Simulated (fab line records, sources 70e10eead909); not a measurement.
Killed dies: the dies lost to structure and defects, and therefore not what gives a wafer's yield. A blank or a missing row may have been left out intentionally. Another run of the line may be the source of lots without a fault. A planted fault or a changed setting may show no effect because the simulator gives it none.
fab line records | flow nand-harc
record: lots: 6 wafers: 18 last-day: 24
route steps=1159 shown A_ZERO_WELL@393 END@1159
lots that met no fault: taken from a fault-free run of the same line
start-h: the number of hours between the record's first day and the start of the first shown wafer of the lot | wait-h: hours since the lot's step before | " identical to the entry in the row above | L1.1+2: a single row standing in for several wafers | - either no value or no given start | * or withheld: withheld | < > ~ a bound
route shown NAME@n: NAME is a module with steps in the file, n the number in the route of the first one | usual: mean and standard deviation over wafers with no fault | same: alike in all rows | chamber/n: place in a boat | sites: per-site readings | _std_site: the values' standard deviation | _edge_site: mean of outer sites minus mean of inner sites | radius-mm: how far each site lies from the wafer's centre | mask NAME#n: copy n | behind: tool/chamber where the wafer was last shaped | hold: reason for holding the lot/hours on hold/outcome of the hold | device: names the non-switching transistor (n, p or np) | end of line: at the end of the route, the tests of the same wafers | for a step that has no rows: nothing shown but its recipe | killed: count of dies lost to structure and defects at first sort (not the wafer's yield) | map: the dies of a wafer, with x for killed, . for not killed, _ for no die there
set.NAME: setting as actually run; set.NAME@STEP: the setting as run at that earlier step | model.NAME: the simulator's own value behind a step, which no gauge read
lots seen at some steps along the route; tables by step, rows by wafer
services: the hour from which a tool's chamber was out of use, counted from the record's first day as start-h (under 0 if before that day), plus the number of hours and why
== steps ==
step: NHARC_A_ZERO_WELL_HMDS_03
recipe: time-s: 30
step: NHARC_A_ZERO_WELL_COAT_18
recipe: temp-c: 200 time-s: 65
step: NHARC_A_ZERO_WELL_COAT_04
recipe: spin-rpm: 2000 resist-thk-nm: 600
step: NHARC_A_ZERO_WELL_SOFTBAKE_05
recipe: temp-c: 125 time-s: 70
step: NHARC_A_ZERO_WELL_EBR_06
step: NHARC_A_ZERO_WELL_EXPOSE_07
recipe: na: 0.55 dose-mj: 33.85 mask-id: A_ZERO
step: NHARC_A_ZERO_WELL_PEB_08
recipe: peb-temp-c: 128 peb-time-s: 80
step: NHARC_A_ZERO_WELL_DEVELOP_09
recipe: time-s: 50 dev-temp-c: 22
step: NHARC_A_ZERO_WELL_CD_MEAS_10
recipe: target-cd-nm: 2000 landing-energy-ev: 500
usual: cd-nm: 1999.3/1.6
columns lot.wafer tool chamber start-h wait-h cd-nm
L392.1 cd-sem-02 0 184.89 - 1999.2
L392.4 " 0 " " 1998.8
L392.5 " 0 " " 1999.5
L396.1 cd-sem-03 0 207.55 - 2001.0
L396.5 " 0 " " 1999.7
L396.6 " 0 " " 1998.7
L401.1 cd-sem-03 0 231.97 - 1998.5
L401.2 " 0 " " 1998.1
L401.5 " 0 " " 1998.5
L402.1 cd-sem-02 0 238.39 - 2000.3
L402.3 " 0 " " 1999.5
L402.6 " 0 " " 2001.0
L404.2 cd-sem-03 0 253.30 - 1997.2
L404.3 " 0 " " 1997.8
L404.5 " 0 " " 1996.7
L406.2 cd-sem-03 0 273.55 - 2000.1
L406.3 " 0 " " 1998.6
L406.5 " 0 " " 1998.4
step: NHARC_A_ZERO_WELL_HARDBAKE_11
recipe: temp-c: 118 time-s: 65
step: NHARC_A_ZERO_WELL_DESCUM_12
recipe: time-s: 3 o2-flow-sccm: 200 ar-flow-sccm: 0 bias-power-w: 0 chemistry: O2
usual: drypump-motor-current-A: 5.7/0.4 oes-product-au: 0.993/0.011 rf-vpp-V: 57.7/0.96 showerhead-plenum-p-Torr: 1.90/0.095 throttle-valve-pct: 11.311/0.01
columns lot.wafer tool chamber start-h wait-h drypump-motor-current-A oes-product-au rf-hours-counter-h rf-vpp-V showerhead-plenum-p-Torr throttle-valve-pct
L392.4 rie-diel-12 1 185.05 - 5.8 0.996 10 58.1 1.78 11.294
L392.1 " 0 " " 5.7 1.000 8 57.8 1.83 11.303
L392.5 " 2 " " 6.6 1.018 - 59.9 2.01 11.320
L396.1 rie-diel-11 2 207.75 - 5.6 0.984 2 56.3 1.83 11.316
L396.6 " 3 " " 5.9 0.997 - 58.0 1.86 11.320
L396.5 " 0 " " 5.4 1.001 - 56.8 1.82 11.337
L401.1 rie-diel-12 0 232.12 - 5.6 0.981 1 58.7 1.83 11.317
L401.2 " 3 " " 6.2 1.004 1 58.4 2.05 11.303
L401.5 " 0 " " 5.6 0.987 - 59.1 1.83 11.304
L402.3 rie-diel-12 1 238.55 - 5.8 0.994 1 58.0 1.78 11.307
L402.1 " 3 " " 6.1 1.003 1 58.7 2.05 11.314
L402.6 " 1 " " 5.8 0.990 - 57.5 1.78 11.288
L404.2 rie-diel-11 3 253.48 - 5.9 0.996 7 58.2 1.86 11.317
L404.3 " 0 " " 5.4 0.988 7 57.2 1.82 11.308
L404.5 " 1 " " 5.5 0.972 - 58.8 1.91 11.316
L406.2 rie-diel-12 0 273.71 - 5.7 0.979 2 56.3 1.83 11.297
L406.3 " 1 " " 5.8 0.999 3 56.6 1.78 11.318
L406.5 " 1 " " 5.8 0.987 - 57.0 1.78 11.322
step: NHARC_A_ZERO_WELL_ETCH_19
recipe: target-depth-a: 800 overetch-a: 240 time-s: 87.88 ion-energy-ev: 200 n2-flow-sccm: 150 h2-flow-sccm: 150 ar-flow-sccm: 0 rf-w: 400 bias-w: 150 chemistry: N2/H2
usual: drypump-motor-current-A: 5.8/0.41 n2-flow-sccm: 150.1/0.48 oes-product-au: 0.994/0.011 rf-fwd-power-W: 397.4/1.5 rf-vpp-V: 430.4/2.9 showerhead-plenum-p-Torr: 2.04/0.11 throttle-valve-pct: 14.171/0.0094
columns lot.wafer tool chamber start-h wait-h drypump-motor-current-A n2-flow-sccm oes-product-au rf-fwd-power-W rf-hours-counter-h rf-vpp-V showerhead-plenum-p-Torr throttle-valve-pct
L392.1 rie-diel-12 3 185.15 0.1 6.1 150.7 1.007 398.9 9 434.1 2.19 14.175
L392.4 " 0 " " 5.7 150.1 0.990 396.7 8 428.5 1.95 14.172
L392.5 " 1 " " 5.8 149.8 0.987 395.6 - 426.1 1.90 14.164
L396.1 rie-diel-11 3 207.81 0.1 5.9 149.7 0.994 398.6 2 430.0 1.99 14.172
L396.6 " 2 " " 5.6 150.5 0.997 394.8 - 426.7 1.95 14.171
L396.5 " 3 " " 5.9 150.0 0.993 399.6 - 428.0 1.99 14.164
L401.2 rie-diel-12 2 232.21 0.1 6.7 149.6 0.991 396.7 1 433.4 2.14 14.175
L401.1 " 3 " " 6.1 149.7 1.013 399.1 1 434.4 2.19 14.167
L401.5 " 1 " " 5.8 149.5 0.999 395.2 - 425.7 1.90 14.168
L402.1 rie-diel-12 1 238.64 0.1 5.8 150.4 1.000 396.7 1 426.3 1.90 14.174
L402.3 " 3 " " 6.1 149.7 1.007 394.0 1 435.3 2.19 14.170
L402.6 " 0 " " 5.7 149.9 0.992 398.1 - 426.3 1.95 14.159
L404.2 rie-diel-11 3 253.55 0.1 5.9 150.8 1.003 399.0 7 429.4 1.98 14.165
L404.3 " 1 " " 5.5 150.5 0.976 396.4 7 430.8 2.03 14.162
L404.5 " 2 " " 5.6 149.6 0.979 395.5 - 429.0 1.95 14.162
L406.2 rie-diel-12 2 273.80 0.1 6.7 150.7 0.990 399.4 4 433.4 2.14 14.160
L406.3 " 1 " " 5.8 149.6 1.008 397.0 3 427.1 1.90 14.177
L406.5 " 3 " " 6.1 151.0 1.002 395.8 - 434.7 2.19 14.182
step: NHARC_A_ZERO_WELL_ETCH_13
recipe: target-depth-a: 1200 time-s: 40.1 hbr-flow-sccm: 150 cl2-flow-sccm: 50 rf-w: 400 icp-w: 400 bias-w: 100 chemistry: HBr/Cl2
usual: drypump-motor-current-A: 5.6/0.55 he-backside-leak-sccm: 2.68/0.23 oes-product-au: 1.003/0.0098 rf-fwd-power-W: 395.4/1.7 throttle-valve-pct: 26.406/0.0088
columns lot.wafer tool chamber start-h wait-h drypump-motor-current-A he-backside-leak-sccm oes-product-au rf-fwd-power-W rf-hours-counter-h throttle-valve-pct
L392.4 rie-si-01 0 185.25 - 6.6 2.38 0.995 395.8 0.5 26.413
L392.1 " 2 " " 4.8 2.36 1.016 395.7 0.4 26.413
L392.5 " 0 " " 6.6 2.47 0.990 394.0 - 26.400
L396.1 rie-si-03 2 207.95 - 5.9 2.57 0.998 394.0 0.4 26.413
L396.6 " 0 " " 6.1 2.63 1.014 396.1 - 26.394
L396.5 " 1 " " 5.3 2.51 1.004 392.5 - 26.411
L401.2 rie-si-03 0 232.32 - 6.1 2.55 0.723 394.1 0.4 26.420
L401.1 " 3 " " 6.4 2.70 0.729 397.4 0.5 26.404
L401.5 " 0 " " 6.1 2.73 1.012 395.1 - 26.403
L402.1 rie-si-03 1 238.77 - 5.3 2.52 0.721 394.2 0.4 26.399
L402.3 " 2 " " 5.8 2.43 0.990 392.2 0.6 26.400
L402.6 " 3 " " 6.4 2.54 0.998 396.7 - 26.417
L404.3 rie-si-06 0 253.67 - 5.4 2.80 1.012 394.7 0.5 26.400
L404.2 " 2 " " 5.3 3.14 1.005 394.1 0.4 26.417
L404.5 " 3 " " 5.3 2.77 1.003 395.9 - 26.397
L406.2 rie-si-01 0 273.91 - 6.6 2.64 1.008 396.1 1.0 26.389
L406.3 " 3 " " 4.8 2.76 1.012 392.8 1.0 26.393
L406.5 " 1 " " 5.2 2.44 1.012 396.4 - 26.398
step: NHARC_A_ZERO_WELL_STRIP_14
recipe: time-s: 900 temp-c: 130 chemistry: SPM
step: NHARC_END_SORT_01
recipe: temp-c: 25
usual: killed-at-array: 28/11 killed-at-other: 0.6/0.85 killed-at-periphery: 2.8/2.3 killed-dies: 31/11 killed-open: 3.1/1.6 killed-short: 2.0/1.4
same: gross-dies: 677
columns lot.wafer tool chamber start-h wait-h killed-at-array killed-at-other killed-at-periphery killed-dies killed-open killed-short
L392.1 prober-01 0 490.38 2.4 37 0 0 37 4 4
L392.4 prober-01 0 492.73 3.3 41 1 0 42 2 1
L392.5 prober-01 0 493.52 3.6 47 1 1 49 5 3
L396.1 prober-01 0 506.50 2.5 31 0 4 35 6 4
L396.5 prober-01 0 509.69 3.7 34 0 4 38 4 1
L396.6 prober-01 0 510.48 4.0 27 0 2 29 3 2
L401.1 prober-02 0 551.53 2.5 13 1 3 17 5 1
L401.2 prober-02 0 552.33 2.8 13 0 5 18 4 1
L401.5 prober-02 0 554.72 3.7 8 1 2 11 2 2
L406.2 prober-02 0 575.72 2.8 30 0 7 37 0 1
L406.3 prober-02 0 576.53 3.1 37 0 4 41 4 0
L406.5 prober-02 0 578.13 3.7 38 2 2 42 4 2
killed by level:class
L392.1 A_CHANNEL_HOLE_D1:chamber-film-flake=12 A_SLIT:chamber-film-flake=9 A_STAIRCASE:chamber-film-flake=5 A_CHANNEL_HOLE_D1:geometric-particle:short=2 A_CONTACT:geometric-particle:open=2 A_CONTACT:chamber-film-flake=2 A_CHANNEL_FILL_D1:geometric-particle:short=1 A_WL_FILL:geometric-particle:open=1
L392.4 A_CHANNEL_HOLE_D1:chamber-film-flake=15 A_SLIT:chamber-film-flake=13 A_STAIRCASE:chamber-film-flake=10 A_CHANNEL_FILL_D1:geometric-particle:short=1 A_WL_FILL:geometric-particle:open=1 STARTING-WAFER:geometric-particle:open=1 A_CONTACT:chamber-film-flake=1
L392.5 A_CHANNEL_HOLE_D1:chamber-film-flake=13 A_STAIRCASE:chamber-film-flake=13 A_SLIT:chamber-film-flake=12 A_CHANNEL_FILL_D1:geometric-particle:short=2 A_ONON_D1:geometric-particle:open=1 A_CHANNEL_HOLE_D1:geometric-particle:open=1 A_CHANNEL_FILL_D1:geometric-particle:open=1 A_SGD_CUT:geometric-particle:short=1
L396.1 A_CHANNEL_HOLE_D1:chamber-film-flake=17 P_M0:geometric-particle:open=3 A_STAIRCASE:chamber-film-flake=3 A_SGD_CUT:geometric-particle:short=2 A_M0:geometric-particle:open=2 A_ZERO_WELL:chamber-film-flake=2 A_CHANNEL_HOLE_D1:geometric-particle:short=1 A_CONTACT:geometric-particle:open=1
L396.5 A_CHANNEL_HOLE_D1:chamber-film-flake=20 A_STAIRCASE:chamber-film-flake=4 P_ZERO_WELL:chamber-film-flake=3 A_WL_FILL:chamber-film-flake=3 A_CHANNEL_FILL_D1:geometric-particle:open=2 A_SOURCE_PLATE:geometric-particle:open=1 A_CHANNEL_FILL_D1:geometric-particle:short=1 A_BLC:geometric-particle:open=1
L396.6 A_CHANNEL_HOLE_D1:chamber-film-flake=10 A_CONTACT:chamber-film-flake=6 A_STAIRCASE:chamber-film-flake=3 A_SLIT:chamber-film-flake=3 P_M0:geometric-particle:open=1 A_ONON_D1:geometric-particle:open=1 A_ONON_D1:geometric-particle:short=1 A_CHANNEL_FILL_D1:geometric-particle:short=1
L401.1 A_CHANNEL_HOLE_D1:chamber-film-flake=4 A_CONTACT:chamber-film-flake=3 P_STI:chamber-film-flake=2 P_CONTACT:geometric-particle:open=1 A_SOURCE_PLATE:geometric-particle:open=1 A_ONON_D1:geometric-particle:open=1 A_CHANNEL_FILL_D1:geometric-particle:open=1 A_CONTACT:geometric-particle:short=1
L401.2 A_CHANNEL_HOLE_D1:chamber-film-flake=8 P_STI:chamber-film-flake=2 P_STI:geometric-particle:short=1 P_M0:geometric-particle:open=1 A_CONTACT:geometric-particle:open=1 A_BLC:geometric-particle:open=1 A_M0:geometric-particle:open=1 P_GATE:chamber-film-flake=1
L401.5 A_CHANNEL_HOLE_D1:chamber-film-flake=4 P_M0:geometric-particle:short=1 A_ONON_D1:geometric-particle:open=1 A_CONTACT:geometric-particle:open=1 STARTING-WAFER:geometric-particle:short=1 P_STI:chamber-film-flake=1 A_ZERO_WELL:chamber-film-flake=1 A_CONTACT:chamber-film-flake=1
L406.2 A_SLIT:chamber-film-flake=16 A_CHANNEL_HOLE_D1:chamber-film-flake=4 P_STI:chamber-film-flake=3 A_CONTACT:chamber-film-flake=3 P_GATE:chamber-film-flake=2 A_STAIRCASE:chamber-film-flake=2 A_WL_FILL:chamber-film-flake=2 A_BONDPAD:chamber-film-flake=2
L406.3 A_SLIT:chamber-film-flake=21 A_CHANNEL_HOLE_D1:chamber-film-flake=7 A_CONTACT:chamber-film-flake=4 A_CONTACT:geometric-particle:open=2 P_STI:chamber-film-flake=2 A_BONDPAD:chamber-film-flake=2 P_CONTACT:geometric-particle:open=1 A_ONON_D1:geometric-particle:open=1
L406.5 A_SLIT:chamber-film-flake=26 A_CHANNEL_HOLE_D1:chamber-film-flake=4 A_BONDPAD:chamber-film-flake=3 A_CONTACT:chamber-film-flake=2 P_STI:geometric-particle:short=1 P_CONTACT:geometric-particle:open=1 A_CHANNEL_FILL_D1:geometric-particle:open=1 A_CHANNEL_FILL_D1:geometric-particle:short=1
== services ==
columns tool chamber start-h hours kind
rie-diel-12 0 181.40 - clean
rie-diel-12 1 181.40 - clean
rie-diel-12 2 181.40 - clean
rie-diel-12 3 181.40 - clean
rie-si-06 - 183.00 9.0 pm
rie-diel-11 - 189.98 9.0 pm
rie-si-03 1 192.84 11.5 repair
rie-diel-12 - 202.40 9.0 pm
rie-diel-12 0 202.40 9.0 vent-cycle
rie-diel-12 1 202.40 9.0 vent-cycle
rie-diel-12 2 202.40 9.0 vent-cycle
rie-diel-12 3 202.40 9.0 vent-cycle
rie-si-06 2 206.57 3.0 repair
rie-diel-12 0 211.40 - clean
rie-diel-12 1 211.40 - clean
rie-diel-12 2 211.40 - clean
rie-diel-12 3 211.40 - clean
rie-si-01 0 227.04 9.7 repair
rie-si-03 2 229.97 2.5 repair
rie-diel-12 0 235.95 - clean
rie-diel-12 0 244.61 4.6 repair
rie-si-01 0 256.73 9.5 repair
rie-diel-11 2 269.01 1.4 repair
rie-si-03 3 272.79 6.4 repair
== key ==
first-sign: step: NHARC_A_ZERO_WELL_ETCH_13 reading: oes-product-au direction: down sigmas: 28 usual: 1.003 struck: 0.725
effect none on later readings
met-at NHARC_A_ZERO_WELL_ETCH_13
struck-wafers L401.1,L401.2,L402.1
tester-left-out L401,L402
onset-between 207.95 232.32
fault: kind: process-parameter-drift tool: rie-si-03 chamber: - onset-h: 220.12 steps: NHARC_A_ZERO_WELL_ETCH_13 channel: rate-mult offset: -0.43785 shape: step end-h: 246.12 scope: struck-wafers-only
tester-left-out: of these lots the tester's yield and bins aren't shown, on N5 and GAA mostly nor the transistor test; their killed dies are dies lost to structure and defects alone, not to doping, threshold or leakage, so they don't give the yield
